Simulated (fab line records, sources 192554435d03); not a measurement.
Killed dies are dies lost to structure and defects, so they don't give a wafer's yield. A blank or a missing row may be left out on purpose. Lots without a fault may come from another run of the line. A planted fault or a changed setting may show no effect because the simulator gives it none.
fab line records | flow n5_finfet
record lots=7 wafers=21
route steps=1938 shown BEOL_M2@870 BEOL_M5@1132 BEOL_M6@1236
start_h: hours from the record's first day to the start of the lot's first wafer shown | wait_h: hours since the lot's step before | " the same as in the row above | L1.1+2: a row that stands for several wafers | - no value, or no start given | * or withheld: withheld | < > ~ a bound
route shown NAME@n: a module of which the file shows steps, and the number in the route of the first | usual: mean/standard deviation of fault-free wafers | same: alike in all rows | chamber/n: place in a boat | sites: the reading at each site | _std_site: their standard deviation | _edge_site: outer sites' mean less inner sites' | radius_mm: how far each site lies from the wafer's centre | mask NAME#n: copy n | behind: the tool/chamber that last shaped the wafer | hold: why the lot was held/for how many hours/how that ended | device: the transistor (n, p or np) that didn't switch | end of line: the same wafers' tests at the end of the route | a step without rows: its recipe alone | killed: dies lost to structure and defects at the first sort, not the wafer's yield | map: a wafer's dies, x killed, . not, _ none there
set.NAME: the setting as run; set.NAME@STEP: as run at that earlier step | model.NAME: the simulator's own value behind a step, which no gauge read
lots whose settings were changed on purpose; a table a step, a row a wafer
## steps
# step N5_BEOL_M2_COAT_22
# recipe resist=CAR-EUV spin_rpm=1500 resist_thk_nm=30
# columns lot.wafer tool chamber start_h wait_h set.spin_rpm model.CAR-EUV_of_BEOL_M2_COAT_22.thk_nm
L076.1+2+6 litho_track-03 0 - - 1500 30
L074.4+5+6 litho_track-04 0 - - 1400 31
L080.1+2 litho_track-05 0 - - 1500 30
L080.5 " 0 " " 1353 31.6
L084.2 litho_track-05 0 - - 1500 30
L084.3+6 " 0 " " 1500 30.2
L088.1+5 litho_track-05 0 - - 1639 28.8
L088.2 " 0 " " 1500 30
L093.1 litho_track-05 0 - - 1500 30
L093.3+6 " 0 " " 1500 29.8
L097.1+6 litho_track-03 0 - - 1616 29
L097.2 " 0 " " 1500 30
# step N5_BEOL_M2_EBR_24
# recipe solvent=PGMEA ebr_width_mm=1.5
# step N5_BEOL_M2_SOFTBAKE_23
# recipe temp_c=110 time_s=60 resist=CAR-EUV
# step N5_BEOL_M2_EXPOSE_25
# recipe mask_id=V1 na=0.33 source_shape=quasar sigma_inner=0.2 sigma_outer=0.8 polarization=unpolarized defocus_nm=5 dose_mj=63
# step N5_BEOL_M2_PEB_26
# recipe peb_temp_c=100 peb_time_s=60 resist=CAR-EUV
# step N5_BEOL_M2_DEVELOP_27
# recipe develop_time_s=30 developer=TMAH resist=CAR-EUV rinse_liquid=surfactant_rinse dry=air_spin dev_temp_c=23
# columns lot.wafer tool chamber start_h wait_h set.spin_rpm@BEOL_M2_COAT_22 model.CAR-EUV_of_BEOL_M2_COAT_22.thk_nm
L076.1+2+6 litho_track-05 0 - - 1500 29.6
L074.4+5+6 litho_track-04 0 - - 1400 30.6
L080.1 litho_track-05 0 - - 1500 29.4
L080.2 " 0 " " 1500 29.6
L080.5 " 0 " " 1353 31
L084.2+3+6 litho_track-04 0 - - 1500 29.6
L088.1+5 litho_track-05 0 - - 1639 28.2
L088.2 " 0 " " 1500 29.6
L093.1+3+6 litho_track-05 0 - - 1500 29.4
L097.1+6 litho_track-03 0 - - 1616 28.6
L097.2 " 0 " " 1500 29.6
# step N5_BEOL_M2_DESCUM_33
# recipe chemistry=O2 time_s=7 source_power_w=50 bias_power_w=20 pressure_mtorr=20 rf_frequency_hz=2.712e+07 temp_c=40 resist=CAR-EUV o2_flow_sccm=225
# columns lot.wafer tool chamber start_h wait_h set.time_s set.spin_rpm@BEOL_M2_COAT_22 model.CAR-EUV_of_BEOL_M2_COAT_22.thk_nm
L076.1 rie_diel-05 3 153.53 0.0 7 1500 26
L076.2 " 1 " " 6.601 1500 26.2
L076.6 " 3 " " 7 1500 26.2
L074.4+6 rie_diel-03 2,1 177.90 0.0 7 1400 27.2
L074.5 " 0 " " 7 1400 27
L080.1+2 rie_diel-05 3,2 182.05 0.2 7 1500 26
L080.5 " 2 " " 7 1353 27.6
L084.2+6 rie_diel-05 0,3 194.06 0.0 7 1500 26.2
L084.3 " 1 " " 7 1500 26
L088.1+5 rie_diel-03 2 222.17 0.0 7 1639 24.8
L088.2 " 0 " " 5.958 1500 26.4
L093.1+3+6 rie_diel-01 3,1,0 267.84 0.0 7 1500 26
L097.1+6 rie_diel-05 2,3 279.38 0.0 5.542 1616 25.8
L097.2 " 3 " " 7 1500 26.2
# step N5_BEOL_M2_ETCH_77
# recipe chemistry=N2/H2 target=underlayer target_depth_a=65 mask_material=CAR-EUV time_s=5.2 ion_energy_ev=200 pressure_mtorr=30 source_w=840 bias_w=150 n2_flow_sccm=200 h2_flow_sccm=200 ends=cleared
# columns lot.wafer tool chamber start_h wait_h set.spin_rpm@BEOL_M2_COAT_22 set.time_s@BEOL_M2_DESCUM_33 model.CAR-EUV_of_BEOL_M2_COAT_22.thk_nm
L076.1+6 rie_diel-05 3 153.56 0.0 1500 7 20.4
L076.2 " 1 " " 1500 6.601 20.4
L074.4+6 rie_diel-03 2,1 177.93 0.0 1400 7 21.4
L074.5 " 0 " " 1400 7 21.2
L080.1+2 rie_diel-05 3,2 182.09 0.0 1500 7 20.4
L080.5 " 2 " " 1353 7 21.8
L084.2+6 rie_diel-05 0,3 194.10 0.0 1500 7 20.4
L084.3 " 1 " " 1500 7 20.2
L088.1 rie_diel-03 2 222.20 0.0 1639 7 19.2
L088.2 " 0 " " 1500 5.958 20.8
L088.5 " 2 " " 1639 7 19
L093.1 rie_diel-01 3 267.88 0.0 1500 7 20.4
L093.3+6 " 1,0 " " 1500 7 20.2
L097.1+6 rie_diel-05 2,3 279.43 0.0 1616 5.542 20.2
L097.2 " 3 " " 1500 7 20.6
# step N5_BEOL_M2_ETCH_69
# recipe chemistry=CF4 target=SiARC target_depth_a=156 mask_material=CAR-EUV time_s=26 ion_energy_ev=80 pressure_mtorr=40 source_w=545 bias_w=36 Ar_flow_sccm=100 cf4_flow_sccm=100 ends=cleared
# columns lot.wafer tool chamber start_h wait_h set.spin_rpm@BEOL_M2_COAT_22 set.time_s@BEOL_M2_DESCUM_33 model.CAR-EUV_of_BEOL_M2_COAT_22.thk_nm
L076.1+6 rie_diel-05 3 153.58 0.0 1500 7 11.2
L076.2 " 1 " " 1500 6.601 11.2
L074.4+6 rie_diel-03 2,1 177.95 0.0 1400 7 12.2
L074.5 " 0 " " 1400 7 12
L080.1 rie_diel-05 3 182.10 0.0 1500 7 11
L080.2 " 2 " " 1500 7 11.2
L080.5 " 2 " " 1353 7 12.6
L084.2+6 rie_diel-05 0,3 194.11 0.0 1500 7 11.2
L084.3 " 1 " " 1500 7 11
L088.1 rie_diel-03 2 222.22 0.0 1639 7 10
L088.2 " 0 " " 1500 5.958 11.6
L088.5 " 2 " " 1639 7 9.8
L093.1 rie_diel-01 3 267.89 0.0 1500 7 11.2
L093.3+6 " 1,0 " " 1500 7 11
L097.1+6 rie_diel-05 2,3 279.45 0.0 1616 5.542 10.8
L097.2 " 3 " " 1500 7 11.2
# step N5_BEOL_M2_ALD_98
# recipe material=SiO2 target_thk_a=25 temp_c=100 ald_precursor_family=BDEAS ald_co_reactant=O2-plasma pulse_time_s=1 co_reactant_pulse_time_s=1 purge_time_s=2 co_reactant_purge_time_s=2 ald_cycles=17 pressure_torr=2
# step N5_BEOL_M2_ETCHBACK_99
# recipe chemistry=CHF3 target=SiO2 target_depth_a=50 time_s=10.4 source_w=215 bias_w=47 Ar_flow_sccm=200 CHF3_flow_sccm=12 ion_energy_ev=100 pressure_mtorr=30
# columns lot.wafer tool chamber start_h wait_h set.spin_rpm@BEOL_M2_COAT_22 set.time_s@BEOL_M2_DESCUM_33 model.CAR-EUV_of_BEOL_M2_COAT_22.thk_nm
L076.1+6 rie_diel-03 1,3 157.35 3.2 1500 7 10.4
L076.2 " 3 " " 1500 6.601 10.4
L074.4 rie_diel-01 0 180.51 2.4 1400 7 11.6
L074.5+6 " 1,0 " " 1400 7 11.4
L080.1+2 rie_diel-05 1,0 185.83 3.6 1500 7 10.4
L080.5 " 3 " " 1353 7 11.8
L084.2+3 rie_diel-03 2,3 197.44 3.2 1500 7 10.4
L084.6 " 3 " " 1500 7 10.6
L088.1 rie_diel-05 1 234.89 12.5 1639 7 9.2
L088.2 " 2 " " 1500 5.958 10.8
L088.5 " 2 " " 1639 7 9
L093.1 rie_diel-03 1 270.94 2.2 1500 7 10.4
L093.3+6 " 2,3 " " 1500 7 10.2
L097.1+6 rie_diel-01 2 285.10 5.5 1616 5.542 10.2
L097.2 " 0 " " 1500 7 10.6
# step N5_BEOL_M5_ETCH_62
# recipe chemistry=N2/H2 target=SOC target_depth_a=750 overetch_a=150 mask_material=SiARC temp_c=40 time_s=112.5 ion_energy_ev=200 pressure_mtorr=30 source_w=840 bias_w=150 n2_flow_sccm=200 h2_flow_sccm=200
# usual rf_vpp_V=524.6/2.7
# columns lot.wafer tool chamber start_h wait_h set.source_w rf_vpp_V
L076.1 rie_diel-02 3 190.93 0.0 752.1 545.7
L076.2 " 1 " " 840 523.6
L076.6 " 0 " " 752.1 539.9
L080.1 rie_diel-04 3 213.53 0.0 840 524.1
L080.2 " 0 " " 840 519.2
L080.5 " 3 " " 785.2 535.5
L074.4 rie_diel-06 0 216.18 0.0 946.5 505.8
L074.5 " 2 " " 946.5 505.0
L074.6 " 3 " " 840 522.5
L084.2 rie_diel-04 1 242.51 0.0 840 521.5
L084.3 " 3 " " 840 524.9
L084.6 " 1 " " 840 522.3
L088.1 rie_diel-06 0 277.92 0.0 801.2 532.1
L088.2 " 2 " " 801.2 533.8
L088.5 " 0 " " 801.2 533.4
L093.1 rie_diel-04 1 311.95 0.0 840 522.1
L093.3 " 2 " " 840 525.9
L093.6 " 2 " " 840 525.7
L097.1 rie_diel-02 1 328.06 0.0 840 524.9
L097.2 " 3 " " 840 525.3
L097.6 " 0 " " 746.9 549.5
# step N5_BEOL_M5_COAT_66
# recipe resist=SiARC temp_c=220 time_s=60 spin_rpm=1500 resist_thk_nm=12
# columns lot.wafer tool chamber start_h wait_h set.spin_rpm model.SiARC_of_BEOL_M5_COAT_66.thk_nm
L076.1+2+6 litho_track-04 0 - - 1500 12
L080.1+2+5 litho_track-04 0 - - 1500 12
L074.4+6 litho_track-04 0 - - 1446 12.4
L074.5 " 0 " " 1500 12
L084.2+3+6 litho_track-02 0 - - 1500 12
L088.1+2+5 litho_track-02 0 - - 1500 12
L093.1+6 litho_track-04 0 - - 1580 11.8
L093.3 " 0 " " 1500 12
L097.1+2 litho_track-03 0 - - 1500 12
L097.6 " 0 " " 1600 11.6
# step N5_BEOL_M5_COAT_74
# recipe resist=underlayer temp_c=205 time_s=60 spin_rpm=1500 resist_thk_nm=5
# step N5_BEOL_M5_COAT_22
# recipe resist=CAR-EUV spin_rpm=1500 resist_thk_nm=30
# step N5_BEOL_M5_DESCUM_33
# recipe chemistry=O2 time_s=7 source_power_w=50 bias_power_w=20 pressure_mtorr=20 rf_frequency_hz=2.712e+07 temp_c=40 resist=CAR-EUV o2_flow_sccm=225
# step N5_BEOL_M5_ETCH_75
# recipe chemistry=N2/H2 target=underlayer target_depth_a=65 mask_material=CAR-EUV time_s=5.2 ion_energy_ev=200 pressure_mtorr=30 source_w=840 bias_w=150 n2_flow_sccm=200 h2_flow_sccm=200 ends=cleared
# step N5_BEOL_M5_ETCH_67
# recipe chemistry=CF4 target=SiARC target_depth_a=156 mask_material=CAR-EUV time_s=26 ion_energy_ev=80 pressure_mtorr=40 source_w=545 bias_w=36 Ar_flow_sccm=100 cf4_flow_sccm=100 ends=cleared
# columns lot.wafer tool chamber start_h wait_h set.spin_rpm@BEOL_M5_COAT_66 model.etch.depth_nm
L076.1 rie_diel-02 3 191.97 0.0 1500 12.02
L076.2 " 2 " " 1500 12.05
L076.6 " 3 " " 1500 12.06
L080.1 rie_diel-02 3 215.34 0.0 1500 12.05
L080.2 " 0 " " 1500 12.08
L080.5 " 1 " " 1500 12.06
L074.4+6 rie_diel-04 1,3 218.60 0.0 1446 12.31
L074.5 " 0 " " 1500 12.06
L084.2 rie_diel-04 1 245.35 0.0 1500 12.08
L084.3 " 3 " " 1500 12.1
L084.6 " 1 " " 1500 12.09
L088.1 rie_diel-06 2 281.89 0.0 1500 12.04
L088.2 " 3 " " 1500 12.03
L088.5 " 0 " " 1500 11.99
L093.1 rie_diel-02 0 313.99 0.0 1580 11.72
L093.3 " 2 " " 1500 11.99
L093.6 " 3 " " 1580 11.71
L097.1 rie_diel-02 0 329.93 0.0 1500 12.06
L097.2 " 2 " " 1500 12.1
L097.6 " 1 " " 1600 11.7
# step N5_BEOL_M5_TRENCH_ETCH_37
# recipe chemistry=C4F6/O2 target_depth_a=716.52 target=SiCOH_lowk time_s=24.7 ion_energy_ev=250 pressure_mtorr=30 source_w=345 bias_w=185 Ar_flow_sccm=300 C4F6_flow_sccm=10 O2_flow_sccm=10
# usual rf_vpp_V=668/12
# columns lot.wafer tool chamber start_h wait_h set.bias_w rf_vpp_V
L076.1 rie_diel-02 3 - - 185 643
L076.2 " 2 " " 207.8 742
L076.6 " 3 " " 185 643
L080.1 rie_diel-02 3 - - 185 645
L080.2 " 0 " " 162.6 603
L080.5 " 1 " " 185 674
L074.4 rie_diel-04 1 - - 170.8 611
L074.5 " 0 " " 185 679
L074.6 " 3 " " 170.8 625
L084.2 rie_diel-04 1 - - 185 650
L084.3 " 3 " " 185 665
L084.6 " 1 " " 185 650
L088.1 rie_diel-06 2 - - 176.1 641
L088.2 " 3 " " 185 675
L088.5 " 0 " " 176.1 636
L093.1 rie_diel-02 0 - - 185 679
L093.3 " 2 " " 213.1 754
L093.6 " 3 " " 213.1 719
L097.1 rie_diel-02 0 - - 185 680
L097.2 " 2 " " 161.4 605
L097.6 " 1 " " 185 673
# step N5_BEOL_M5_ETCH_41
# recipe chemistry=CH3F/O2 target=SiCN target_depth_a=315 taper_deg=2 time_s=56.7 ion_energy_ev=120 mask_material=TiN pressure_mtorr=30 source_w=395 bias_w=75 Ar_flow_sccm=150 CH3F_flow_sccm=30 O2_flow_sccm=20
# usual rf_vpp_V=297.8/1.6
# columns lot.wafer tool chamber start_h wait_h set.source_w rf_vpp_V
L076.1 rie_diel-02 3 - - 395 296.9
L076.2 " 2 " " 395 298.4
L076.6 " 3 " " 395 299.0
L080.1 rie_diel-02 3 - - 366 305.2
L080.2 " 0 " " 395 297.1
L080.5 " 1 " " 395 298.2
L074.4 rie_diel-04 1 - - 428.4 287.3
L074.5 " 0 " " 428.4 286.2
L074.6 " 3 " " 395 298.0
L084.2 rie_diel-04 1 - - 395 295.9
L084.3 " 3 " " 395 298.6
L084.6 " 1 " " 395 297.3
L088.1 rie_diel-06 2 - - 417.7 292.9
L088.2 " 3 " " 395 296.3
L088.5 " 0 " " 417.7 293.5
L093.1 rie_diel-02 0 - - 395 302.1
L093.3 " 2 " " 395 296.9
L093.6 " 3 " " 421.4 292.7
L097.1 rie_diel-02 0 - - 395 300.9
L097.2 " 2 " " 395 298.3
L097.6 " 1 " " 395 297.7
# step N5_BEOL_M6_VIA_ETCH_34
# recipe chemistry=C4F6/O2 target=SiCOH_lowk target_depth_a=1263 mask_material=SOC taper_deg=4 time_s=50.9 ion_energy_ev=250 pressure_mtorr=30 source_w=345 bias_w=185 Ar_flow_sccm=300 C4F6_flow_sccm=10 O2_flow_sccm=10
# columns lot.wafer tool chamber start_h wait_h set.time_s model.etch.depth_nm model.SOC_of_BEOL_M6_COAT_63.thk_nm
L076.1 rie_diel-05 1 204.39 0.0 50.9 128.4 54
L076.2 " 0 " " 50.9 125.8 54
L076.6 " 2 " " 41.49 109.6 54.8
L080.1 rie_diel-01 1 231.77 0.0 50.9 126.2 54
L080.2 " 2 " " 50.9 123.4 54.2
L080.5 " 1 " " 50.9 126.7 54
L074.4 rie_diel-05 1 234.67 0.0 50.9 127.7 54
L074.5 " 1 " " 50.9 128.3 53.8
L074.6 " 2 " " 50.9 134.1 53.6
L084.2 rie_diel-05 3 257.02 0.0 50.9 122 54.4
L084.3 " 1 " " 50.9 126.9 54
L084.6 " 0 " " 50.9 122.3 54.4
L088.1 rie_diel-01 2 299.24 0.0 62.05 153.5 52.4
L088.2 " 1 " " 50.9 128.4 53.8
L088.5 " 3 " " 50.9 126.4 54
L093.1 rie_diel-03 0 324.98 0.0 50.9 127.1 54
L093.3 " 2 " " 50.9 123.3 53.6
L093.6 " 1 " " 50.9 124 54
L097.1 rie_diel-01 1 345.45 0.0 50.9 128.1 53.8
L097.2 " 0 " " 50.9 125.5 53.8
L097.6 " 1 " " 50.9 126 53.8
# step N5_BEOL_M6_TRENCH_ETCH_37
# recipe chemistry=C4F6/O2 target_depth_a=944.35 target=SiCOH_lowk time_s=31.5 ion_energy_ev=250 pressure_mtorr=30 source_w=345 bias_w=185 Ar_flow_sccm=300 C4F6_flow_sccm=10 O2_flow_sccm=10
# usual rf_vpp_V=668/13
# columns lot.wafer tool chamber start_h wait_h set.bias_w rf_vpp_V
L076.1 rie_diel-05 1 - - 185 638
L076.2 " 0 " " 163.3 585
L076.6 " 2 " " 185 679
L080.1 rie_diel-01 1 - - 185 673
L080.2 " 2 " " 185 672
L080.5 " 1 " " 185 672
L074.4 rie_diel-05 1 - - 185 638
L074.5 " 1 " " 217 724
L074.6 " 2 " " 217 771
L084.2 rie_diel-05 3 - - 185 669
L084.3 " 1 " " 185 639
L084.6 " 0 " " 185 644
L088.1 rie_diel-01 2 - - 185 672
L088.2 " 1 " " 185 671
L088.5 " 3 " " 185 682
L093.1 rie_diel-03 0 - - 160.7 594
L093.3 " 2 " " 160.7 613
L093.6 " 1 " " 160.7 594
L097.1 rie_diel-01 1 - - 185 671
L097.2 " 0 " " 185 676
L097.6 " 1 " " 185 672
## key
split step=N5_BEOL_M2_COAT_22 setting=spin_rpm stated=1500 by=wafer
response step=N5_BEOL_M2_COAT_22 reading=model.CAR-EUV_of_BEOL_M2_COAT_22.thk_nm change=-0.143 per=1% r=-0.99
response step=N5_BEOL_M2_DEVELOP_27 reading=model.CAR-EUV_of_BEOL_M2_COAT_22.thk_nm change=-0.146 per=1% r=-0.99
response step=N5_BEOL_M2_DESCUM_33 reading=model.CAR-EUV_of_BEOL_M2_COAT_22.thk_nm slope=-0.142 per=1% together_with=time_s@BEOL_M2_DESCUM_33 explained=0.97
response step=N5_BEOL_M2_ETCH_77 reading=model.CAR-EUV_of_BEOL_M2_COAT_22.thk_nm slope=-0.138 per=1% together_with=time_s@BEOL_M2_DESCUM_33 explained=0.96
response step=N5_BEOL_M2_ETCH_69 reading=model.CAR-EUV_of_BEOL_M2_COAT_22.thk_nm slope=-0.142 per=1% together_with=time_s@BEOL_M2_DESCUM_33 explained=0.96
response step=N5_BEOL_M2_ETCHBACK_99 reading=model.CAR-EUV_of_BEOL_M2_COAT_22.thk_nm slope=-0.138 per=1% together_with=time_s@BEOL_M2_DESCUM_33 explained=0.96
split step=N5_BEOL_M2_DESCUM_33 setting=time_s stated=7 by=wafer
response step=N5_BEOL_M2_DESCUM_33 reading=model.CAR-EUV_of_BEOL_M2_COAT_22.thk_nm slope=-0.0281 per=1% together_with=spin_rpm@BEOL_M2_COAT_22 explained=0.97
response step=N5_BEOL_M2_ETCH_77 reading=model.CAR-EUV_of_BEOL_M2_COAT_22.thk_nm slope=-0.0293 per=1% together_with=spin_rpm@BEOL_M2_COAT_22 explained=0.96
response step=N5_BEOL_M2_ETCH_69 reading=model.CAR-EUV_of_BEOL_M2_COAT_22.thk_nm slope=-0.0294 per=1% together_with=spin_rpm@BEOL_M2_COAT_22 explained=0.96
response step=N5_BEOL_M2_ETCHBACK_99 reading=model.CAR-EUV_of_BEOL_M2_COAT_22.thk_nm slope=-0.0293 per=1% together_with=spin_rpm@BEOL_M2_COAT_22 explained=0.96
split step=N5_BEOL_M5_ETCH_62 setting=source_w stated=840 by=wafer
response step=N5_BEOL_M5_ETCH_62 reading=rf_vpp_V change=-1.78 per=1% r=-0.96
split step=N5_BEOL_M5_COAT_66 setting=spin_rpm stated=1500 by=wafer
response step=N5_BEOL_M5_COAT_66 reading=model.SiARC_of_BEOL_M5_COAT_66.thk_nm shape=bent at_lowest=12.4 at_stated=12 at_highest=11.6
response step=N5_BEOL_M5_ETCH_67 reading=model.etch.depth_nm change=-0.0566 per=1% r=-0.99
split step=N5_BEOL_M5_TRENCH_ETCH_37 setting=bias_w stated=185 by=wafer
response step=N5_BEOL_M5_TRENCH_ETCH_37 reading=rf_vpp_V change=+5.59 per=1% r=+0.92
split step=N5_BEOL_M5_ETCH_41 setting=source_w stated=395 by=wafer
response step=N5_BEOL_M5_ETCH_41 reading=rf_vpp_V change=-1.05 per=1% r=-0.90
split step=N5_BEOL_M6_VIA_ETCH_34 setting=time_s stated=50.9 by=wafer
response step=N5_BEOL_M6_VIA_ETCH_34 reading=model.etch.depth_nm change=+1.09 per=1% r=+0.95
response step=N5_BEOL_M6_VIA_ETCH_34 reading=model.SOC_of_BEOL_M6_COAT_63.thk_nm change=-0.058 per=1% r=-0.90
split step=N5_BEOL_M6_TRENCH_ETCH_37 setting=bias_w stated=185 by=wafer
response step=N5_BEOL_M6_TRENCH_ETCH_37 reading=rf_vpp_V change=+6.31 per=1% r=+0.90
